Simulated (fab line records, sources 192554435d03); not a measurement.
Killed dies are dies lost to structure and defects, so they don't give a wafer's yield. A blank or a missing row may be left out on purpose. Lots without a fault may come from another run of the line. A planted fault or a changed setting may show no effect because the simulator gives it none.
fab line records | flow n5_finfet
record lots=5 wafers=15 last_day=19
route steps=1938 shown BEOL_M15@1826 PASS1_DEP@1831 MIM_BOT@1832 MIM_TOP@1834 MIM_TOP_LITHO@1839 PASSIVATION@1936
lots that met no fault: from a run of the same line without faults
start_h: hours from the record's first day to the start of the lot's first wafer shown | wait_h: hours since the lot's step before | " the same as in the row above | L1.1+2: a row that stands for several wafers | - no value, or no start given | * or withheld: withheld | < > ~ a bound
route shown NAME@n: a module of which the file shows steps, and the number in the route of the first | usual: mean/standard deviation of fault-free wafers | same: alike in all rows | chamber/n: place in a boat | sites: the reading at each site | _std_site: their standard deviation | _edge_site: outer sites' mean less inner sites' | radius_mm: how far each site lies from the wafer's centre | mask NAME#n: copy n | behind: the tool/chamber that last shaped the wafer | hold: why the lot was held/for how many hours/how that ended | device: the transistor (n, p or np) that didn't switch | end of line: the same wafers' tests at the end of the route | a step without rows: its recipe alone | killed: dies lost to structure and defects at the first sort, not the wafer's yield | map: a wafer's dies, x killed, . not, _ none there
set.NAME: the setting as run; set.NAME@STEP: as run at that earlier step | model.NAME: the simulator's own value behind a step, which no gauge read
lots at some steps of the route; a table a step, a row a wafer
services: from which hour (start_h, from the record's first day; less than 0 if before it) a tool's chamber was out of use, for how many hours, and why
## steps
# step N5_BEOL_M15_PRE_CLEAN_52
# recipe gas=NH3 time_s=15 temp_c=withheld rf_power_w=300
# step N5_BEOL_M15_DEP_53
# recipe material=SiCN target_thk_a=500 temp_c=withheld precursor=3MS/NH3 pressure_torr=3 rf_w=675 time_s=17.8
# step N5_BEOL_M15_RS_MEAS_54
# recipe thk_meas_gauge=four-point-probe reads=Cu_of_BEOL_M15_ECD_47+Ta_of_BEOL_M15_SPUTTER_44+TaN_of_BEOL_M15_SPUTTER_43
# usual M15_RS=0.0215/0.00043
# columns lot.wafer tool chamber start_h wait_h M15_RS[ohm/sq]
L902.1 film_metro-01 - 282.93 0.0 0.0206
L902.3 " - " " 0.0218
L902.5 " - " " 0.0219
L912.1 film_metro-02 - 352.15 0.0 0.0205
L912.3 " - " " 0.0220
L912.4 " - " " 0.0221
L916.2 film_metro-01 - 356.12 0.1 0.0218
L916.3 " - " " 0.0207
L916.5 " - " " 0.0206
L922.1 film_metro-02 - 403.65 0.1 0.0210
L922.3 " - " " 0.0205
L922.4 " - " " 0.0220
L924.1 film_metro-01 - 430.76 0.0 0.0213
L924.2 " - " " 0.0210
L924.6 " - " " 0.0212
# step N5_BEOL_M15_INSPECT_55
# recipe inspect_instrument=darkfield mode=post_dep
# usual raw_defect_count=74/26
# columns lot.wafer tool chamber start_h wait_h raw_defect_count
L902.1 defect_inspect-01 - 282.96 0.0 36
L902.3 " - " " 115
L902.5 " - " " 66
L912.1 defect_inspect-02 - 352.17 0.0 85
L912.3 " - " " 101
L912.4 " - " " 75
L916.2 defect_inspect-02 - 356.14 0.0 49
L916.3 " - " " 86
L916.5 " - " " 91
L922.1 defect_inspect-01 - 403.67 0.0 53
L922.3 " - " " 90
L922.4 " - " " 59
L924.1 defect_inspect-01 - 430.79 0.0 86
L924.2 " - " " 93
L924.6 " - " " 117
# step N5_BEOL_M15_RC_MEAS_101
# usual COMB_M10=1.5e-11/3e-12 COMB_M11=1.43e-11/3e-12 COMB_M12=6.6e-12/1.2e-12 COMB_M13=4.9e-12/9.3e-13 COMB_M14=4e-12/7.8e-13 COMB_M14_max_site=5.4e-12/1.2e-12 COMB_M15=2.8e-12/6e-13 COMB_M5=3.6e-11/6.4e-12 COMB_M6=2.5e-11/5.3e-12 COMB_M7=2.7e-11/5.7e-12 COMB_M8=2.6e-11/5.2e-12 COMB_M9=1.5e-11/3.4e-12 SERP_M10=3.11/0.096 SERP_M11=3.08/0.083 SERP_M12=0.635/0.017 SERP_M13=0.308/0.0074 SERP_M14=0.162/0.0035 SERP_M14_max_site=0.164/0.0037 SERP_M5=38.5/1.7 SERP_M6=13.7/0.65 SERP_M7=13.8/0.55 SERP_M8=13.6/0.51 SERP_M9=3.06/0.089
# columns lot.wafer tool chamber start_h wait_h COMB_M10[S/m] COMB_M11[S/m] COMB_M12[S/m] COMB_M13[S/m] COMB_M14[S/m] COMB_M14_max_site[S/m] COMB_M15[S/m] COMB_M5[S/m] COMB_M6[S/m] COMB_M7[S/m] COMB_M8[S/m] COMB_M9[S/m] SERP_M10[ohm/um] SERP_M11[ohm/um] SERP_M12[ohm/um] SERP_M13[ohm/um] SERP_M14[ohm/um] SERP_M14_max_site[ohm/um] SERP_M5[ohm/um] SERP_M6[ohm/um] SERP_M7[ohm/um] SERP_M8[ohm/um] SERP_M9[ohm/um]
L902.1 prober-02 0 282.98 0.0 1.4e-11 1.11e-11 5.4e-12 5e-12 4.7e-12 5.1e-12 3.4e-12 2.7e-11 2.4e-11 2.6e-11 2.8e-11 1.4e-11 3.06 3.05 0.663 0.299 0.164 0.166 40.5 13.9 13.0 13.2 3.12
L902.3 " 0 " " 1.7e-11 1.2e-11 4.8e-12 6.3e-12 4.9e-12 5.9e-12 3.1e-12 4e-11 3e-11 2.8e-11 2.5e-11 1.6e-11 2.88 3.09 0.616 0.296 0.165 0.166 38.7 13.3 12.7 13.7 2.94
L902.5 " 0 " " 1.4e-11 1.77e-11 4.7e-12 6.3e-12 3.4e-12 4.5e-12 4e-12 3.2e-11 3.1e-11 2.7e-11 2e-11 1.5e-11 3.03 3.03 0.658 0.302 0.168 0.171 39.7 13.7 13.1 13.4 3.01
L912.1 prober-01 0 352.20 0.0 1.6e-11 2.07e-11 5.5e-12 4.3e-12 5.2e-12 6.8e-12 2.7e-12 5e-11 2.4e-11 2.5e-11 3.8e-11 1.2e-11 3.23 2.90 0.638 0.326 0.158 0.159 38.7 14.2 13.3 14.4 2.95
L912.3 " 0 " " 1.8e-11 1.15e-11 5.5e-12 3.3e-12 4.2e-12 5.3e-12 2.2e-12 4.2e-11 3.7e-11 2.9e-11 1.8e-11 1.6e-11 3.24 3.11 0.612 0.306 0.166 0.167 38.5 12.7 13.9 14.8 2.98
L912.4 " 0 " " 1e-11 1.42e-11 5.5e-12 4e-12 4.5e-12 7e-12 2.5e-12 4e-11 2.1e-11 3e-11 3e-11 1.2e-11 3.15 3.21 0.631 0.310 0.162 0.164 41.1 13.4 12.9 14.0 3.04
L916.2 prober-01 0 356.32 0.2 1.5e-11 1.72e-11 5.8e-12 3.6e-12 4.6e-12 8.3e-12 2.4e-12 3.9e-11 3.1e-11 1.8e-11 2.3e-11 1.1e-11 3.20 3.11 0.633 0.293 0.163 0.163 38.2 13.4 14.1 13.9 3.14
L916.3 " 0 " " 1.8e-11 1.53e-11 5.5e-12 4.4e-12 3.4e-12 4.5e-12 2.8e-12 4e-11 3.1e-11 1.8e-11 1.8e-11 1.7e-11 2.93 3.06 0.621 0.315 0.161 0.165 39.9 13.4 13.9 13.9 3.15
L916.5 " 0 " " 1.3e-11 1.17e-11 6.6e-12 5.2e-12 5.9e-12 7e-12 2.7e-12 3.9e-11 2.7e-11 1.3e-11 2.2e-11 1.2e-11 3.14 3.08 0.632 0.295 0.164 0.165 39.8 13.4 13.6 13.3 3.03
L922.1 prober-02 0 403.70 0.0 1.6e-11 1.31e-11 7.5e-12 4.6e-12 3.8e-12 4.2e-12 3e-12 3.2e-11 3e-11 1.9e-11 2.9e-11 8e-12 3.08 3.15 0.625 0.288 0.163 0.164 36.0 14.4 13.4 13.8 2.96
L922.3 " 0 " " 1.4e-11 1.94e-11 5.3e-12 5.4e-12 3.9e-12 4.8e-12 2.7e-12 4.4e-11 2.1e-11 2.5e-11 2.6e-11 1.2e-11 3.13 3.23 0.668 0.308 0.158 0.159 40.0 13.5 13.7 12.6 3.08
L922.4 " 0 " " 1.4e-11 1.38e-11 8.1e-12 5.7e-12 3.3e-12 4.4e-12 2.8e-12 3.8e-11 2.7e-11 1.7e-11 3e-11 1e-11 3.25 3.15 0.631 0.305 0.153 0.154 38.6 14.9 13.4 13.4 3.03
L924.1 prober-01 0 430.81 0.0 1.4e-11 1.29e-11 5.6e-12 4.3e-12 3.3e-12 4.4e-12 2.6e-12 3.2e-11 2e-11 4.6e-11 2.7e-11 1.6e-11 2.97 3.23 0.664 0.308 0.160 0.161 38.0 13.0 13.4 13.2 3.15
L924.2 " 0 " " 1.5e-11 1.04e-11 5.3e-12 5.7e-12 2.5e-12 3.3e-12 2.8e-12 3.4e-11 2.3e-11 2.9e-11 3.3e-11 2e-11 2.98 2.96 0.642 0.297 0.156 0.157 37.8 12.8 14.4 13.3 3.15
L924.6 " 0 " " 1.5e-11 1.24e-11 8.9e-12 3.3e-12 3.2e-12 4.1e-12 3e-12 3.9e-11 2.7e-11 2.7e-11 2.3e-11 1.4e-11 3.02 3.17 0.642 0.307 0.164 0.167 38.3 13.2 13.1 13.9 3.19
# step N5_PASSIVATION_PECVD_00
# recipe material=SiO2 target_thk_a=2000 temp_c=400 precursor=SiH4/N2O pressure_torr=2.7 rf_w=608 time_s=11.2
# step N5_MIM_BOT_DEGAS_01
# recipe ambient=vacuum temp_c=300 time_s=60
# usual heater_power_w=463/49
# columns lot.wafer tool chamber start_h wait_h heater_power_w
L902.1 pvd_sputter-03 - 284.31 0.3 436
L902.3 " - " " 403
L902.5 " - " " 436
L912.1 pvd_sputter-02 - 353.96 0.8 397
L912.3 " - " " 451
L912.4 " - " " 535
L916.2 pvd_sputter-01 - 358.59 1.4 538
L916.3 " - " " 438
L916.5 " - " " 442
L922.1 pvd_sputter-02 - 406.48 1.8 549
L922.3 " - " " 424
L922.4 " - " " 398
L924.1 pvd_sputter-03 - 434.01 2.2 394
L924.2 " - " " 442
L924.6 " - " " 406
# step N5_MIM_BOT_SPUTTER_00
# recipe material=TiN target_thk_a=350 temp_c=200 power_w=3000 chamber_pressure_pa=0.49996 gas=Ar reactive_partial_pa=0.37997 time_s=89.7
# usual throttle_valve_pct=29.7/1.2
# columns lot.wafer tool chamber start_h wait_h throttle_valve_pct
L902.1 pvd_sputter-03 - 284.35 0.0 31.1
L902.3 " - " " 29.1
L902.5 " - " " 28.4
L912.1 pvd_sputter-02 - 354.00 0.0 29.5
L912.3 " - " " 29.4
L912.4 " - " " 29.6
L916.2 pvd_sputter-01 - 358.63 0.0 26.9
L916.3 " - " " 30.2
L916.5 " - " " 29.9
L922.1 pvd_sputter-02 - 406.52 0.0 29.8
L922.3 " - " " 31.5
L922.4 " - " " 29.4
L924.1 pvd_sputter-03 - 434.05 0.0 30.1
L924.2 " - " " 31.0
L924.6 " - " " 29.2
# step N5_MIM_TOP_ALD_00
# recipe material=Al2O3 target_thk_a=* temp_c=withheld ald_precursor_family=TMA ald_co_reactant=O3 pulse_time_s=withheld purge_time_s=3 co_reactant_purge_time_s=withheld co_reactant_pulse_time_s=3 ald_cycles=withheld
# step N5_MIM_TOP_ALD_01
# recipe material=HfO2 target_thk_a=56 temp_c=withheld ald_precursor_family=Hf-amide ald_co_reactant=O3 pulse_time_s=1 purge_time_s=3 co_reactant_purge_time_s=2 co_reactant_pulse_time_s=3 ald_cycles=62
# usual precursor_pulse_height_rel=1.002/0.018
# same ald_cycles=62 pulse_time_s=1
# columns lot.wafer tool chamber start_h wait_h precursor_pulse_height_rel since_wet_clean_h
L902.1 ald_hk-03 3 - - 0.996 1165
L902.3 " 0 " " 0.996 1165
L902.5 " 1 " " 1.002 -
L912.1 ald_hk-01 1 - - 0.953 324
L912.3 " 2 " " 1.009 324
L912.4 " 3 " " 1.005 324
L916.2 ald_hk-03 1 - - 0.993 1239
L916.3 " 3 " " 1.011 1239
L916.5 " 3 " " 1.004 -
L922.1 ald_hk-03 3 - - 1.000 1287
L922.3 " 2 " " 1.023 1287
L922.4 " 0 " " 1.019 1287
L924.1 ald_hk-01 1 - - 0.996 404
L924.2 " 2 " " 1.029 404
L924.6 " 1 " " 1.017 -
# step N5_MIM_TOP_ALD_02
# recipe material=Al2O3 target_thk_a=* temp_c=withheld ald_precursor_family=TMA ald_co_reactant=O3 pulse_time_s=withheld purge_time_s=3 co_reactant_purge_time_s=withheld co_reactant_pulse_time_s=3 ald_cycles=withheld
# usual precursor_pulse_height_rel=0.997/0.018
# columns lot.wafer tool chamber start_h wait_h precursor_pulse_height_rel
L902.1 ald_hk-03 3 - - 0.993
L902.3 " 0 " " 0.968
L902.5 " 1 " " 0.982
L912.1 ald_hk-01 1 - - 0.981
L912.3 " 2 " " 1.008
L912.4 " 3 " " 1.017
L916.2 ald_hk-03 1 - - 0.979
L916.3 " 3 " " 1.043
L916.5 " 3 " " 1.032
L922.1 ald_hk-03 3 - - 0.983
L922.3 " 2 " " 1.002
L922.4 " 0 " " 0.996
L924.1 ald_hk-01 1 - - 0.969
L924.2 " 2 " " 0.991
L924.6 " 1 " " 0.982
# step N5_MIM_TOP_DEGAS_04
# recipe ambient=vacuum temp_c=300 time_s=60
# usual heater_power_w=459/49
# columns lot.wafer tool chamber start_h wait_h heater_power_w
L902.1 pvd_sputter-03 - 286.91 - 401
L902.3 " - " " 409
L902.5 " - " " 413
L912.1 pvd_sputter-02 - 355.52 - 550
L912.3 " - " " 407
L912.4 " - " " 413
L916.2 pvd_sputter-03 - 359.80 - 421
L916.3 " - " " 444
L916.5 " - " " 446
L922.1 pvd_sputter-02 - 407.48 - 539
L922.3 " - " " 426
L922.4 " - " " 406
L924.1 pvd_sputter-02 - 435.03 - 463
L924.2 " - " " 406
L924.6 " - " " 458
# step N5_MIM_TOP_SPUTTER_03
# recipe material=TiN target_thk_a=350 temp_c=200 power_w=3000 chamber_pressure_pa=0.49996 gas=Ar reactive_partial_pa=0.37997 time_s=89.7
# usual throttle_valve_pct=29.7/1.1
# columns lot.wafer tool chamber start_h wait_h throttle_valve_pct model.TiN_of_MIM_TOP_SPUTTER_03.thk_nm
L902.1 pvd_sputter-03 - 286.95 0.0 30.2 35
L902.3 " - " " 29.2 34.6
L902.5 " - " " 28.8 34.8
L912.1 pvd_sputter-02 - 355.56 0.0 29.7 35.4
L912.3 " - " " 29.4 26.2
L912.4 " - " " 31.3 35.6
L916.2 pvd_sputter-03 - 359.84 0.0 29.0 35
L916.3 " - " " 31.0 35
L916.5 " - " " 31.0 35
L922.1 pvd_sputter-02 - 407.52 0.0 29.6 34.6
L922.3 " - " " 31.3 34.2
L922.4 " - " " 29.4 34.6
L924.1 pvd_sputter-02 - 435.07 0.0 29.6 35.2
L924.2 " - " " 31.5 35.4
L924.6 " - " " 29.5 35.2
# step N5_MIM_TOP_LITHO_HMDS_01
# recipe time_s=60 temp_c=120
# step N5_PASSIVATION_PROBE_49
# usual defect_limited_yield=91.4/1.5 killed_at_M0_to_M3=35/12 killed_at_M4_up=13/5.8 killed_at_contacts=12/5.5 killed_at_front_end=36/9.9 killed_at_other=4/3.7 killed_dies=101/18 killed_open=66/13 killed_short=33/8 sort_bin_5_function=5.0/1 sort_bin_6_memory=3.2/0.67 sort_n_pass=1079/18 sort_yield_pct=91.4/1.5
# same gross_dies=1180 killed_at_back_side=0 sort_bin_4_leakage[%]=0 sort_bin_8_speed[%]=0
# columns lot.wafer tool chamber start_h wait_h defect_limited_yield[%] killed_at_M0_to_M3 killed_at_M4_up killed_at_contacts killed_at_front_end killed_at_other killed_dies killed_open killed_short sort_bin_5_function[%] sort_bin_6_memory[%] sort_n_pass sort_yield_pct[%]
L916.2 prober-02 - 371.62 0.1 91.2 57 24 3 16 4 104 71 33 4.5 3.9 1076 91.2
L916.3 prober-02 - 371.67 0.1 89.7 52 12 7 44 6 121 77 34 6.0 3.4 1059 89.7
L916.5 prober-02 - 371.77 0.2 91.9 53 12 2 21 8 96 61 34 3.9 3.9 1084 91.9
L922.1 prober-01 - 417.73 0.0 91.5 24 13 13 42 8 100 67 31 4.7 3.5 1080 91.5
L922.3 prober-01 - 417.83 0.1 92.8 36 17 10 20 2 85 58 25 4.2 2.7 1095 92.8
L922.4 prober-01 - 417.88 0.2 92.5 24 12 13 39 1 89 53 29 4.2 2.5 1091 92.5
# killed by level:class
L916.2 BEOL_M1:geometric_particle:open=12 BEOL_M0_SAQP:geometric_particle:short=11 BEOL_M4:geometric_particle:open=10 BEOL_M0_SAQP:geometric_particle:open=9 BEOL_M2:geometric_particle:open=9 BEOL_M3:geometric_particle:open=8 BEOL_M5:geometric_particle:open=6 GATE_CUT:geometric_particle:short=5
L916.3 BEOL_M1:geometric_particle:open=12 DUMMY_GATE:geometric_particle:open=9 BEOL_M0_SAQP:geometric_particle:open=9 HKMG_FIN:area_etch=9 BEOL_M2:geometric_particle:open=8 FIN_SAQP:geometric_particle:open=7 BEOL_M3:geometric_particle:open=6 MOL_CONTACT_COAG:geometric_particle:open=5
L916.5 BEOL_M0_SAQP:geometric_particle:short=16 BEOL_M0_SAQP:geometric_particle:open=15 BEOL_M1:geometric_particle:open=12 BEOL_M5:geometric_particle:open=7 STARTING-WAFER:geometric_particle:short=5 PASS1_CAP:geometric_particle:open=4 FIN_SAQP:geometric_particle:short=3 FIN_CUT:geometric_particle:open=3
L922.1 MOL_CONTACT_COAG:geometric_particle:open=12 STI_FIN_REVEAL:geometric_particle:open=8 BEOL_M4:geometric_particle:open=8 BEOL_M2:geometric_particle:open=7 GATE_CUT:geometric_particle:open=6 DUMMY_GATE:geometric_particle:open=4 BEOL_M0_SAQP:geometric_particle:short=4 GATE_CUT:geometric_particle:short=4
L922.3 MOL_CONTACT_COAG:geometric_particle:open=10 STI_FIN_REVEAL:geometric_particle:open=8 BEOL_M0_SAQP:geometric_particle:short=6 BEOL_M1:geometric_particle:open=6 BEOL_M1:geometric_particle:short=5 BEOL_M2:geometric_particle:open=5 BEOL_M4:geometric_particle:open=5 BEOL_M0_SAQP:geometric_particle:open=4
L922.4 MOL_CONTACT_COAG:geometric_particle:open=12 BEOL_M0_SAQP:geometric_particle:short=7 HKMG_FIN:area_etch=7 BEOL_M1:geometric_particle:open=5 GATE_CUT:geometric_particle:open=5 BEOL_M4:geometric_particle:open=5 DUMMY_GATE:geometric_particle:open=4 STARTING-WAFER:geometric_particle:short=4
## services
# columns tool chamber start_h hours kind
ald_hk-03 - 268.97 6.0 pm
ald_hk-03 - 354.04 2.8 pm
pvd_sputter-03 - 426.64 6.9 repair
## key
first_sign none at tools or gauges
model_effect step=N5_MIM_TOP_SPUTTER_03 value=TiN_of_MIM_TOP_SPUTTER_03.thk_nm without=35.8 struck=26.2
met_at N5_MIM_TOP_SPUTTER_03
struck_wafers L912.3
fault kind=process_parameter_drift tool=pvd_sputter-02 chamber=- onset_h=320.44 steps=N5_MIM_TOP_SPUTTER_03 channel=time_s offset=* shape=step end_h=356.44 scope=struck_wafers_only acts_in=* stated=*
